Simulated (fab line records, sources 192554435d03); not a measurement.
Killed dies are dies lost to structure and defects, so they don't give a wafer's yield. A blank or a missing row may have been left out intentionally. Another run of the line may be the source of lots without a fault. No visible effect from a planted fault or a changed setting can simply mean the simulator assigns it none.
The tool behind it: which one? :: flow n5_finfet :: 10 lots with 30 wafers sampled at 6 steps, on a route of 1938 steps

## WHAT EACH GAUGE READ, for each wafer
N5_BEOL_M4_RC_MEAS_101. Usual: DIBL_N 36.3 mV/V, standard deviation 1.4; DIBL_P 36.2 mV/V, standard deviation 1.5; IOFF_N 0.160 nA/um, standard deviation 0.021; IOFF_P 0.211 nA/um, standard deviation 0.027; ION_N 676 uA/um, standard deviation 7.7; ION_P 463 uA/um, standard deviation 5.5; SS_N 71.4 mV/dec, standard deviation 0.57; SS_P 73.3 mV/dec, standard deviation 0.58; VT_N 249.3 mV, standard deviation 2.5; VT_P -250.1 mV, standard deviation 2.6.
lot: L840
measured: day 8 13:32
on: prober-01
DIBL_N (mV/V): 38.2 37.7 39.7
DIBL_P (mV/V): 38.3 36.9 38.2
IOFF_N (nA/um): 0.174 0.154 0.195
IOFF_P (nA/um): 0.251 0.215 0.248
ION_N (uA/um): 683 675 675
ION_P (uA/um): 471 464 465
SS_N (mV/dec): 72.4 72.0 72.0
SS_P (mV/dec): 73.7 73.3 73.9
VT_N (mV): 248.6 250.5 248.5
VT_P (mV): -245.4 -246.7 -249.7
flag: 

lot: L841
measured: day 8 18:29
on: prober-01
DIBL_N (mV/V): 34.7 35.4 35.9
DIBL_P (mV/V): 35.4 35.5 36.0
IOFF_N (nA/um): 0.147 0.154 0.162
IOFF_P (nA/um): 0.193 0.193 0.212
ION_N (uA/um): 674 673 676
ION_P (uA/um): 461 457 463
SS_N (mV/dec): 70.8 71.6 71.6
SS_P (mV/dec): 72.1 73.2 72.9
VT_N (mV): 249.7 250.8 249.0
VT_P (mV): -250.8 -250.3 -249.7
flag: 

lot: L843
measured: day 8 21:04
on: prober-02
DIBL_N (mV/V): 37.4 35.2 37.5
DIBL_P (mV/V): 38.7 35.6 38.4
IOFF_N (nA/um): 0.190 0.150 0.201
IOFF_P (nA/um): 0.217 0.176 0.208
ION_N (uA/um): 691 671 688
ION_P (uA/um): 466 457 466
SS_N (mV/dec): 71.3 70.5 71.4
SS_P (mV/dec): 72.6 72.5 72.7
VT_N (mV): 247.0 248.2 245.2
VT_P (mV): -251.9 -253.0 -251.5
flag: 

lot: L845
measured: day 9 13:05
on: prober-01
DIBL_N (mV/V): 38.6 38.2 37.8
DIBL_P (mV/V): 37.1 37.4 35.5
IOFF_N (nA/um): 0.156 0.152 0.137
IOFF_P (nA/um): 0.234 0.229 0.201
ION_N (uA/um): 668 673 674
ION_P (uA/um): 467 469 461
SS_N (mV/dec): 71.9 71.0 71.8
SS_P (mV/dec): 73.6 73.6 73.1
VT_N (mV): 252.9 249.7 253.1
VT_P (mV): -250.9 -249.4 -250.7
flag: 

lot: L847
measured: day 10 01:46
on: prober-01
DIBL_N (mV/V): 35.9 35.3 35.4
DIBL_P (mV/V): 37.6 36.3 35.6
IOFF_N (nA/um): 0.178 0.157 0.154
IOFF_P (nA/um): 0.229 0.213 0.201
ION_N (uA/um): 687 672 679
ION_P (uA/um): 463 461 461
SS_N (mV/dec): 71.1 70.7 70.4
SS_P (mV/dec): 73.7 73.3 73.0
VT_N (mV): 248.4 251.2 248.0
VT_P (mV): -251.9 -250.3 -248.6
flag: 

lot: L849
measured: day 11 04:47
on: prober-01
DIBL_N (mV/V): 34.8 37.6 35.2
DIBL_P (mV/V): 33.4 37.7 33.9
IOFF_N (nA/um): 0.129 0.172 0.131
IOFF_P (nA/um): 0.172 0.227 0.173
ION_N (uA/um): 665 680 677
ION_P (uA/um): 459 464 459
SS_N (mV/dec): 71.0 71.2 71.1
SS_P (mV/dec): 72.6 73.9 72.5
VT_N (mV): 253.6 246.5 250.5
VT_P (mV): -249.8 -248.4 -249.7
flag: 

lot: L855
measured: day 12 01:35
on: prober-01
DIBL_N (mV/V): 38.8 36.8 35.9
DIBL_P (mV/V): 38.3 36.7 34.8
IOFF_N (nA/um): 0.210 0.172 0.150
IOFF_P (nA/um): 0.260 0.236 0.195
ION_N (uA/um): 679 685 666
ION_P (uA/um): 466 462 452
SS_N (mV/dec): 71.5 71.6 71.4
SS_P (mV/dec): 73.9 73.6 73.1
VT_N (mV): 245.5 248.6 250.7
VT_P (mV): -248.1 -248.9 -251.8
flag: 

lot: L854
measured: day 11 20:47
on: prober-02
DIBL_N (mV/V): 35.1 38.3 39.6
DIBL_P (mV/V): 33.8 38.1 38.9
IOFF_N (nA/um): 0.132 0.192 0.220
IOFF_P (nA/um): 0.212 0.283 0.301
ION_N (uA/um): 677 686 697
ION_P (uA/um): 465 475 480
SS_N (mV/dec): 70.5 72.5 72.0
SS_P (mV/dec): 72.9 73.9 74.3
VT_N (mV): 249.9 246.7 242.6
VT_P (mV): -245.2 -245.0 -244.7
flag: 

lot: L858
measured: day 12 12:07
on: prober-02
DIBL_N (mV/V): 35.1 35.0 34.2
DIBL_P (mV/V): 33.6 34.5 33.2
IOFF_N (nA/um): 0.140 0.153 0.135
IOFF_P (nA/um): 0.178 0.185 0.174
ION_N (uA/um): 667 680 668
ION_P (uA/um): 459 460 455
SS_N (mV/dec): 70.2 71.4 70.4
SS_P (mV/dec): 72.8 73.0 72.7
VT_N (mV): 251.3 246.7 249.4
VT_P (mV): -250.3 -255.1 -253.7
flag: 

lot: L862
measured: day 14 01:29
on: prober-01
DIBL_N (mV/V): 36.2 35.2 37.5
DIBL_P (mV/V): 36.6 34.4 37.0
IOFF_N (nA/um): 0.155 0.125 0.157
IOFF_P (nA/um): 0.221 0.181 0.228
ION_N (uA/um): 673 660 673
ION_P (uA/um): 465 451 460
SS_N (mV/dec): 71.6 70.8 71.8
SS_P (mV/dec): 74.1 73.0 74.3
VT_N (mV): 250.7 253.3 250.6
VT_P (mV): -249.9 -250.6 -249.8
flag: 

## EACH LOT AND THE TOOL THAT RAN IT (in order: tool; ch and the chambers of the sampled wafers; start)
lot: L840
N5_BEOL_M1_ECD_50: ecd_cu-02 ch 0,1, day 6 17:07
N5_BEOL_M1_ANNEAL_51: rtp_anneal-02 ch 0, day 6 17:12
N5_BEOL_M1_CMP_52: cmp-04 ch 0,1, day 6 17:30
N5_BEOL_M1_CO_CAP_55: cvd_co-02 ch 0,2, day 6 17:52
N5_BEOL_M1_DEP_57: pecvd-01 ch 0,1,2, day 6 17:59

lot: L841
N5_BEOL_M1_ECD_50: ecd_cu-02 ch 0,1, day 6 21:54
N5_BEOL_M1_ANNEAL_51: rtp_anneal-02 ch 0, day 6 22:04
N5_BEOL_M1_CMP_52: cmp-04 ch 0,1, day 6 22:16
N5_BEOL_M1_CO_CAP_55: cvd_co-02 ch 0,1, day 6 22:38
N5_BEOL_M1_DEP_57: pecvd-03 ch 0,2, day 6 22:46

lot: L843
N5_BEOL_M1_ECD_50: ecd_cu-01 ch 0,1, day 7 08:14
N5_BEOL_M1_ANNEAL_51: rtp_anneal-02 ch 0, day 7 08:19
N5_BEOL_M1_CMP_52: cmp-01 ch 0,1,3, day 7 08:37
N5_BEOL_M1_CO_CAP_55: cvd_co-01 ch 0,1,2, day 7 08:59
N5_BEOL_M1_DEP_57: pecvd-02 ch 0,1,2, day 7 09:06

lot: L845
N5_BEOL_M1_ECD_50: ecd_cu-02 ch 0,1, day 7 15:26
N5_BEOL_M1_ANNEAL_51: rtp_anneal-02 ch 0, day 7 15:56
N5_BEOL_M1_CMP_52: cmp-02 ch 1,2, day 7 16:10
N5_BEOL_M1_CO_CAP_55: cvd_co-01 ch 0,1, day 7 16:32
N5_BEOL_M1_DEP_57: pecvd-01 ch 0,1, day 7 16:38

lot: L847
N5_BEOL_M1_ECD_50: ecd_cu-02 ch 0,1, day 8 13:52
N5_BEOL_M1_ANNEAL_51: rtp_anneal-01 ch 0, day 8 13:56
N5_BEOL_M1_CMP_52: cmp-02 ch 0,2,3, day 8 14:14
N5_BEOL_M1_CO_CAP_55: cvd_co-01 ch 0,2, day 8 14:37
N5_BEOL_M1_DEP_57: pecvd-01 ch 0,1, day 8 14:44

lot: L849
N5_BEOL_M1_ECD_50: ecd_cu-02 ch 0,1, day 9 04:37
N5_BEOL_M1_ANNEAL_51: rtp_anneal-02 ch 0, day 9 04:42
N5_BEOL_M1_CMP_52: cmp-01 ch 2,3, day 9 05:00
N5_BEOL_M1_CO_CAP_55: cvd_co-02 ch 0,1,2, day 9 05:22
N5_BEOL_M1_DEP_57: pecvd-03 ch 0,1,2, day 9 05:29

lot: L855
N5_BEOL_M1_ECD_50: ecd_cu-02 ch 0,1, day 10 04:40
N5_BEOL_M1_ANNEAL_51: rtp_anneal-02 ch 0, day 10 04:47
N5_BEOL_M1_CMP_52: cmp-02 ch 0,1,2, day 10 05:07
N5_BEOL_M1_CO_CAP_55: cvd_co-01 ch 0,2, day 10 05:25
N5_BEOL_M1_DEP_57: pecvd-02 ch 0,1,2, day 10 05:31

lot: L854
N5_BEOL_M1_ECD_50: ecd_cu-02 ch 0,1, day 10 05:10
N5_BEOL_M1_ANNEAL_51: rtp_anneal-01 ch 0, day 10 05:15
N5_BEOL_M1_CMP_52: cmp-01 ch 1,2,3, day 10 05:35
N5_BEOL_M1_CO_CAP_55: cvd_co-02 ch 1,2, day 10 05:55
N5_BEOL_M1_DEP_57: pecvd-01 ch 0,1,2, day 10 06:02

lot: L858
N5_BEOL_M1_ECD_50: ecd_cu-01 ch 0,1, day 11 01:57
N5_BEOL_M1_ANNEAL_51: rtp_anneal-02 ch 0, day 11 02:02
N5_BEOL_M1_CMP_52: cmp-02 ch 0,2,3, day 11 02:26
N5_BEOL_M1_CO_CAP_55: cvd_co-01 ch 0,1,2, day 11 02:42
N5_BEOL_M1_DEP_57: pecvd-03 ch 0,2, day 11 02:49

lot: L862
N5_BEOL_M1_ECD_50: ecd_cu-01 ch 0,1, day 12 03:52
N5_BEOL_M1_ANNEAL_51: rtp_anneal-02 ch 0, day 12 04:01
N5_BEOL_M1_CMP_52: cmp-04 ch 0,1, day 12 04:24
N5_BEOL_M1_CO_CAP_55: cvd_co-02 ch 0,2, day 12 04:46
N5_BEOL_M1_DEP_57: pecvd-02 ch 0,1,2, day 12 04:53
- N5_BEOL_M1_ECD_50: material Cu, target thk 300 nm.
- N5_BEOL_M1_ANNEAL_51: time 90 s.
- N5_BEOL_M1_CMP_52: polishes, stops on SiOC, t overpolish 6.8 s, target thk 40 nm.
- N5_BEOL_M1_CO_CAP_55: material Co, precursor CCTBA/H2, target thk 2 nm, time 102.1 s.
- N5_BEOL_M1_DEP_57: deposits SiCN from 3MS/NH3, target thk 8 nm, time 14 s.

## WHAT THE TOOLS THEMSELVES READ (means of the sampled wafers that have a number; where no wafer has one, the mark that the record gives instead)
N5_BEOL_M1_ANNEAL_51. Usual: wafer_temp_C_max reads 226.3 (standard deviation 0.52).
lot: L840
tool: rtp_anneal-02
wafer_temp_C_max: 226.6
flag: 

lot: L841
tool: rtp_anneal-02
wafer_temp_C_max: 226.6
flag: 

lot: L843
tool: rtp_anneal-02
wafer_temp_C_max: 226.8
flag: 

lot: L845
tool: rtp_anneal-02
wafer_temp_C_max: 226.7
flag: 

lot: L847
tool: rtp_anneal-01
wafer_temp_C_max: 225.4
flag: 

lot: L849
tool: rtp_anneal-02
wafer_temp_C_max: 226.4
flag: 

lot: L855
tool: rtp_anneal-02
wafer_temp_C_max: 226.7
flag: 

lot: L854
tool: rtp_anneal-01
wafer_temp_C_max: 225.8
flag: 

lot: L858
tool: rtp_anneal-02
wafer_temp_C_max: 226.4
flag: 

lot: L862
tool: rtp_anneal-02
wafer_temp_C_max: 226.7
flag: 

N5_BEOL_M1_CMP_52. Usual: motor_current_A 6.4 A, standard deviation 0.76; time_to_endpoint_s 62.5 s, standard deviation 2.8.
lot: L840
tool: cmp-04
motor_current_A (A): 6.5
time_to_endpoint_s (s): 60.6
flag: 

lot: L841
tool: cmp-04
motor_current_A (A): 6.1
time_to_endpoint_s (s): 60.9
flag: 

lot: L843
tool: cmp-01
motor_current_A (A): 6.6
time_to_endpoint_s (s): 64.6
flag: 

lot: L845
tool: cmp-02
motor_current_A (A): 6.2
time_to_endpoint_s (s): 68.4
flag: 

lot: L847
tool: cmp-02
motor_current_A (A): 5.6
time_to_endpoint_s (s): 62.4
flag: 

lot: L849
tool: cmp-01
motor_current_A (A): 6.4
time_to_endpoint_s (s): 62.8
flag: 

lot: L855
tool: cmp-02
motor_current_A (A): 6.1
time_to_endpoint_s (s): 76.4
flag: OFF

lot: L854
tool: cmp-01
motor_current_A (A): 6.2
time_to_endpoint_s (s): 86.2
flag: OFF

lot: L858
tool: cmp-02
motor_current_A (A): 5.7
time_to_endpoint_s (s): 59.0
flag: 

lot: L862
tool: cmp-04
motor_current_A (A): 5.8
time_to_endpoint_s (s): 62.6
flag: 

N5_BEOL_M1_CO_CAP_55. Usual: heater_power_w reads 248 W (standard deviation 22).
lot: L840
tool: cvd_co-02
heater_power_w (W): 256
flag: 

lot: L841
tool: cvd_co-02
heater_power_w (W): 254
flag: 

lot: L843
tool: cvd_co-01
heater_power_w (W): 239
flag: 

lot: L845
tool: cvd_co-01
heater_power_w (W): 237
flag: 

lot: L847
tool: cvd_co-01
heater_power_w (W): 248
flag: 

lot: L849
tool: cvd_co-02
heater_power_w (W): 256
flag: 

lot: L855
tool: cvd_co-01
heater_power_w (W): 246
flag: 

lot: L854
tool: cvd_co-02
heater_power_w (W): 275
flag: 

lot: L858
tool: cvd_co-01
heater_power_w (W): 239
flag: 

lot: L862
tool: cvd_co-02
heater_power_w (W): 257
flag: 

N5_BEOL_M1_DEP_57. Usual: showerhead_plenum_p_Torr 3.667 Torr, standard deviation 0.013; showerhead_vpp_V 892 V, standard deviation 34; throttle_valve_pct 9.0 %, standard deviation 0.55.
lot: L840
tool: pecvd-01
showerhead_plenum_p_Torr (Torr): 3.661
showerhead_vpp_V (V): 884
throttle_valve_pct (%): 9.0
flag: 

lot: L841
tool: pecvd-03
showerhead_plenum_p_Torr (Torr): 3.682
showerhead_vpp_V (V): 916
throttle_valve_pct (%): 8.5
flag: 

lot: L843
tool: pecvd-02
showerhead_plenum_p_Torr (Torr): 3.655
showerhead_vpp_V (V): 884
throttle_valve_pct (%): 9.3
flag: 

lot: L845
tool: pecvd-01
showerhead_plenum_p_Torr (Torr): 3.671
showerhead_vpp_V (V): 911
throttle_valve_pct (%): 9.4
flag: 

lot: L847
tool: pecvd-01
showerhead_plenum_p_Torr (Torr): 3.673
showerhead_vpp_V (V): 890
throttle_valve_pct (%): 9.1
flag: 

lot: L849
tool: pecvd-03
showerhead_plenum_p_Torr (Torr): 3.679
showerhead_vpp_V (V): 915
throttle_valve_pct (%): 8.5
flag: 

lot: L855
tool: pecvd-02
showerhead_plenum_p_Torr (Torr): 3.660
showerhead_vpp_V (V): 887
throttle_valve_pct (%): 9.3
flag: 

lot: L854
tool: pecvd-01
showerhead_plenum_p_Torr (Torr): 3.666
showerhead_vpp_V (V): 876
throttle_valve_pct (%): 9.0
flag: 

lot: L858
tool: pecvd-03
showerhead_plenum_p_Torr (Torr): 3.681
showerhead_vpp_V (V): 919
throttle_valve_pct (%): 8.6
flag: 

lot: L862
tool: pecvd-02
showerhead_plenum_p_Torr (Torr): 3.658
showerhead_vpp_V (V): 886
throttle_valve_pct (%): 9.3
flag: 

## THE ANSWER, worked out from the rows above alone
Rule: a lot counts as off when the mean over its wafers that have a number is more than 3 standard deviations away from the usual mean. A lot without any number at a reading at which 4 lots or more have one is off too. Where the step has rows for the other lots, those lots are counted as sound. Order of review: gauges by route order, followed by the tools' own readings, for which a lot's mean as printed above is used. The first step at which some lot is off is used, and at that step the reading that is off furthest; a lot without a number counts as furthest.
Off, at N5_BEOL_M1_CMP_52 on time_to_endpoint_s: L855, L854.
A tool fits if, at that step or a process step before it, it ran every lot that is off, and no sound lot after the first of them. One fits: ecd_cu-02 at N5_BEOL_M1_ECD_50. A fault onset in the window from L849 (day 9 04:37, its last sound lot) to L855 (day 10 04:40, its first lot off) fits.

## WHAT THE SIMULATOR HAD INSERTED
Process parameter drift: ecd_cu-02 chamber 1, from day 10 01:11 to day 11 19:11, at N5_BEOL_M1_ECD_50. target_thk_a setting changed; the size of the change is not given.
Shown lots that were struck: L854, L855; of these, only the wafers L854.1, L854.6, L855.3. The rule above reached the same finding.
